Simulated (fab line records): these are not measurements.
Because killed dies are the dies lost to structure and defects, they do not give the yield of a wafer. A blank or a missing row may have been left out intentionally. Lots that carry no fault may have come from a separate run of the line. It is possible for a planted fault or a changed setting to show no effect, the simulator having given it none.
Struck lot and sound lot, side by side :: flow n5-finfet :: 42 steps out of a route of 1938
Sound: the wafers L792.1, L792.5, L792.6. Struck: wafer L800.5 (left out: L800.1, L800.4 of the same lot, which were not struck); the cause appears at the end.
For every step that has rows: the tool of each side, followed by ch and its chambers, followed by its first start. Under that, the readings that differ: sound wafers :: struck wafers :: difference of the means :: sigmas: that difference in standard deviations of wafers without a fault.
alike: words and numbers the same on both sides, and readings whose means are apart by under 2 such deviations; not compared: readings that were withheld, readings missing a value for some wafer, numbers with overlapping values and no deviation given by the record, and bounds like >300 which may hide the same value.
The two part at a step that has a row with sigmas, a row that says differs or no value, or rows on one side only. Numbers that have no deviation but don't overlap get no sigmas and don't part them. A reading that every wafer of one side lacks parts them only if that side has two wafers or more.

N5_PMOS_HMC_CHANNEL_EPI_THK_MEAS_22:
  struck on film-metro-02, day 4 07:41; sound on film-metro-01, day 2 07:28
  alike: HMC_CMP_THK
then, 4 steps without rows for these wafers: N5_PMOS_HMC_CHANNEL_EPI_PRECLEAN_40 (cleans in DHF, time 30 s); N5_PMOS_HMC_CHANNEL_EPI_PRECLEAN_37 (cleans in O3/DIW, time 45 s); N5_PMOS_HMC_CHANNEL_EPI_PRECLEAN_24 (cleans in DHF, time 30 s); N5_PMOS_HMC_CHANNEL_EPI_SRD_25 (time 30 s).
N5_PMOS_HMC_CHANNEL_EPI_EPI_26: deposits Si from SiH4/H2, target thk 3.8 nm, time 22.7 s.
  sound on epi-rpcvd-04 ch 0, day 2 07:35; struck on epi-rpcvd-01 ch 0, day 4 07:47
reading: lamp-inner-pct (%)
sound: 11.9 11.9 11.9
struck: 14.4
difference: +2.5
sigmas: +2
  alike: throttle-valve-pct
N5_PMOS_HMC_CHANNEL_EPI_INSPECT_30: inspects for defects (darkfield).
  struck on defect-inspect-01, day 4 08:10; sound on defect-inspect-02, day 2 07:57
  alike: raw-defect-count
then, 4 steps without rows for these wafers: N5_FIN_SAQP_PRECLEAN_42 (cleans in O3/DIW, time 60 s); N5_FIN_SAQP_PRECLEAN_00 (cleans in SC1, time 60 s); N5_FIN_SAQP_PRECLEAN_44 (cleans in SC2, time 45 s); N5_FIN_SAQP_SRD_01 (time 30 s).
N5_FIN_SAQP_ALD_61: deposits SiO2, target thk 4 nm, pulse time 1 s, purge time 2 s.
  sound on ald-sin-04 ch 0,1,2, day 2 08:04; struck on ald-sin-03 ch 0, day 4 08:34
reading: ald-cycles
sound: 43 43 43
struck: 45
difference: +2
sigmas: 

reading: heater-power-w (W)
sound: 464 415 475
struck: 605
difference: +154
sigmas: +3

reading: precursor-pulse-height-rel
sound: 1.010 1.025 1.042
struck: 0.986
difference: -0.040
sigmas: -2

reading: model.SiO2_of_FIN_SAQP_ALD_61.thk-nm (nm)
sound: 4.013 4.036 4.01
struck: 4.164
difference: +0.144
sigmas: 
then, 2 steps without rows for these wafers: N5_FIN_SAQP_DENSIFY_62 (time 60 s); N5_FIN_SAQP_HM_DEP_03 (deposits SiNx from SiH4/NH3/N2, target thk 38 nm, time 33.6 s).
N5_FIN_SAQP_THK_MEAS_05:
  struck on film-metro-01, day 4 09:15; sound on film-metro-02, day 2 08:35
  alike: thk-nm
then, 3 steps without rows for these wafers: N5_FIN_SAQP_PECVD_47 (deposits a-Si from SiH4/He, target thk 45 nm, time 36.3 s); N5_FIN_SAQP_PECVD_48 (deposits SiNx from SiH4/NH3/N2, target thk 25 nm, time 22.1 s); N5_FIN_SAQP_PECVD_06 (deposits a-Si from SiH4/He, target thk 60 nm, time 48.1 s).
N5_FIN_SAQP_THK_MEAS_07:
  struck on film-metro-02, day 4 09:28; sound on film-metro-01, day 2 08:47
  alike: thk-nm
then, 9 steps without rows for these wafers: N5_FIN_SAQP_HM_DEP_72 (deposits SiO2 from SiH4/N2O, target thk 12 nm, time 7.2 s); N5_FIN_SAQP_COAT_49 (time 60 s, resist thk 100 nm); N5_FIN_SAQP_COAT_50 (time 60 s, resist thk 35 nm); N5_FIN_SAQP_COAT_10 (resist thk 90 nm); N5_FIN_SAQP_EBR_12; N5_FIN_SAQP_SOFTBAKE_11 (time 60 s); N5_FIN_SAQP_EXPOSE_13 (exposes mask FIN CORE, target cd 35.6 nm); N5_FIN_SAQP_PEB_14 (peb time 60 s); N5_FIN_SAQP_DEVELOP_15 (develop time 30 s).
N5_FIN_SAQP_CD_MEAS_16: target cd 35.6 nm.
  sound on cd-sem-01 ch 0, day 2 09:16; struck on cd-sem-02 ch 0, day 4 09:49
  alike: cd-nm
N5_FIN_SAQP_OVL_MEAS_17:
  sound on overlay-01 ch 0, day 2 09:19; struck on overlay-02 ch 0, day 4 09:52
  alike: FIN_CORE_OVL
N5_FIN_SAQP_INSPECT_18: inspects for defects (brightfield).
  struck on defect-inspect-01, day 4 09:53; sound on defect-inspect-01, day 2 09:20
  alike: raw-defect-count
N5_FIN_SAQP_DESCUM_21: chemistry O2, time 7.9 s.
  sound on rie-diel-05 ch 2,3, day 2 09:27; struck on rie-diel-02 ch 3, day 4 09:55
  alike: drypump-motor-current-A, oes-product-au, rf-vpp-V, showerhead-plenum-p-Torr, throttle-valve-pct
  not compared: rf-hours-counter-h
then, 1 step without rows for these wafers: N5_FIN_SAQP_ETCH_51 (etches SiARC in CF4, target depth 45.5 nm, time 75.8 s).
N5_FIN_SAQP_ETCH_52: etches SOC in N2/H2, target depth 100 nm, overetch 20 nm, time 150 s.
  sound on rie-diel-05 ch 2,3, day 2 09:32; struck on rie-diel-02 ch 3, day 4 10:01
  alike: bias-w, drypump-motor-current-A, oes-product-au, rf-vpp-V, showerhead-plenum-p-Torr, throttle-valve-pct
  not compared: rf-hours-counter-h
then, 3 steps without rows for these wafers: N5_FIN_SAQP_STRIP_53 (strips in N2/H2); N5_FIN_SAQP_HM_OPEN_73 (chemistry CHF3/O2, target SiO2, stops on a-Si, target depth 12 nm, time 16.8 s); N5_FIN_SAQP_STRIP_74 (strips in CHF3/O2).
N5_FIN_SAQP_MANDREL_ETCH_22: etches a-Si in HBr/Cl2, stops on SiNx, target depth 60 nm, bt time 10 s, time 30 s.
  sound on rie-si-05 ch 0,1, day 2 09:44; struck on rie-si-02 ch 0, day 4 10:12
  alike: bias-w, drypump-motor-current-A, mfc-cl2-sccm, oes-product-au, throttle-valve-pct
  not compared: rf-hours-counter-h
N5_FIN_SAQP_STRIP_55: strips in N2/H2.
  sound on rie-diel-02 ch 1,3, day 2 09:50; struck on rie-diel-05 ch 1, day 4 10:23
reading: oes-product-au (a.u.)
sound: 0.69 0.73 0.70
struck: 0.95
difference: +0.24
sigmas: +2
  alike: drypump-motor-current-A, power-w, rf-vpp-V, showerhead-plenum-p-Torr, throttle-valve-pct
  not compared: rf-hours-counter-h
then, 2 steps without rows for these wafers: N5_FIN_SAQP_STRIP_23 (strips in SPM, time 750 s); N5_FIN_SAQP_SRD_66 (time 30 s).
N5_FIN_CUT_CUT_ETCH_27: etches SiO2 in CHF3/O2, target depth 4 nm, overetch 2 nm, time 4.9 s.
  sound on rie-diel-01 ch 1,3, day 2 16:01; struck on rie-diel-01 ch 3, day 4 15:17
reading: bias-w (W)
sound: 169.8 170.0 168.9
struck: 171.0
difference: +1.4
sigmas: +3

reading: model.etch.depth-nm (nm)
sound: 4.013 4.036 4.01
struck: 4.164
difference: +0.144
sigmas: 
  alike: drypump-motor-current-A, oes-product-au, rf-vpp-V, showerhead-plenum-p-Torr, throttle-valve-pct
  not compared: rf-hours-counter-h

WHERE THEY PART
Earliest at N5_PMOS_HMC_CHANNEL_EPI_EPI_26; latest, in this record, at N5_FIN_CUT_CUT_ETCH_27.

WHY: whatever the simulator had introduced
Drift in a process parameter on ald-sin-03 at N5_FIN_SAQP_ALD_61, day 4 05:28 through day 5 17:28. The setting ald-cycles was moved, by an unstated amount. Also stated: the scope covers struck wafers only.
